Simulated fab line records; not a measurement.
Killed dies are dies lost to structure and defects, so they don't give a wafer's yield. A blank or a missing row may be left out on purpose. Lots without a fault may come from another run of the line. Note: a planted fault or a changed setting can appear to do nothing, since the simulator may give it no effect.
A lot that was struck, set against a sound lot + flow nand harc + 14 out of 1302 route steps
Sound: these wafers, L151.1, L151.3, L151.4. Wafers struck: L162.2, L162.4, L162.6. The cause is named last.
Order at every step that has rows: each side's tool, ch and its chambers, its first start. Under that, the readings that differ: sound wafers + struck wafers + difference of the means + sigmas: that difference in standard deviations of wafers without a fault.
alike: readings with means less than 2 such deviations apart, plus words and numbers identical on both sides. not compared: withheld readings, readings lacking a value on some wafer, bounds such as >300 that could conceal the same value, and numbers that have no deviation in the record and whose values overlap.
The two part at a step that has a row with sigmas, a row that says differs or no value, or rows on one side only. Numbers that don't overlap but have no deviation are shown without sigmas and don't part them. Lack of a reading on every wafer of one side parts them only where that side has two or more wafers.

NHARC_P_GATE_RTA_82: time 30 s.
  sound on rtp anneal-02 ch 0, day 7 20:08; struck on rtp anneal-02 ch 0, day 12 13:02
  alike: lamp power pct, lamp_zone_1_pct, lamp_zone_6_pct, wafer_temp_C_max
NHARC_P_GATE_INSPECT_68:
  sound on defect inspect-01, day 7 20:20; struck on defect inspect-02, day 12 13:13
  alike: raw defect count
NHARC_P_CONTACT_DEP_30: deposits SiNx, target thk 30 nm.
  sound on pecvd-02 ch 0,1, day 7 20:26; struck on pecvd-01 ch 1,2, day 12 13:21
  alike: heater power w
  not compared: since wet clean h
NHARC_P_CONTACT_DEP_00: deposits SiO2, target thk 500 nm.
  sound: pecvd-02 ch 0,1; struck: pecvd-01 ch 1,2
  alike: chamber pressure Torr, heater power w, showerhead vpp V, throttle valve pct
  not compared: since wet clean h
NHARC_P_CONTACT_CMP_01: polishes SiO2, target thk 200 nm.
  sound on cmp-01 ch 0,2,3, day 7 21:06; struck on cmp-03 ch 0,1,2, day 12 13:59
  alike: motor current A
then, 6 steps without rows for these wafers: NHARC_P_CONTACT_SRD_03; NHARC_P_CONTACT_DEHYDRATE_04 (time 120 s); NHARC_P_CONTACT_HMDS_05 (time 30 s); NHARC_P_CONTACT_COAT_33 (time 75 s); NHARC_P_CONTACT_COAT_34 (time 65 s); NHARC_P_CONTACT_COAT_06 (resist thk 90 nm).
NHARC_P_CONTACT_SOFTBAKE_07: time 55 s.
  sound on litho track-06 ch 0, day 7 21:00; struck on litho track-04 ch 0, day 12 14:00
| reading                  | sound                | struck               | difference | sigmas |
|--------------------------|----------------------|----------------------|------------|--------|
| heater power total W (W) | 188.30 188.38 188.35 | 186.09 186.17 186.49 | -2.09      | -16    |
| plate temp C (C)         | 104.77 104.79 104.69 | 104.05 104.28 103.87 | -0.68      | -5     |
then, 2 steps without rows for these wafers: NHARC_P_CONTACT_EBR_08; NHARC_END_SORT_01.

WHERE THEY PART
NHARC_P_CONTACT_SOFTBAKE_07 only, going by this record.

WHY: whatever the simulator had introduced
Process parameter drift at NHARC_P_CONTACT_SOFTBAKE_07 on litho track-04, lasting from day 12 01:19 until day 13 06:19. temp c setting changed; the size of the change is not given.
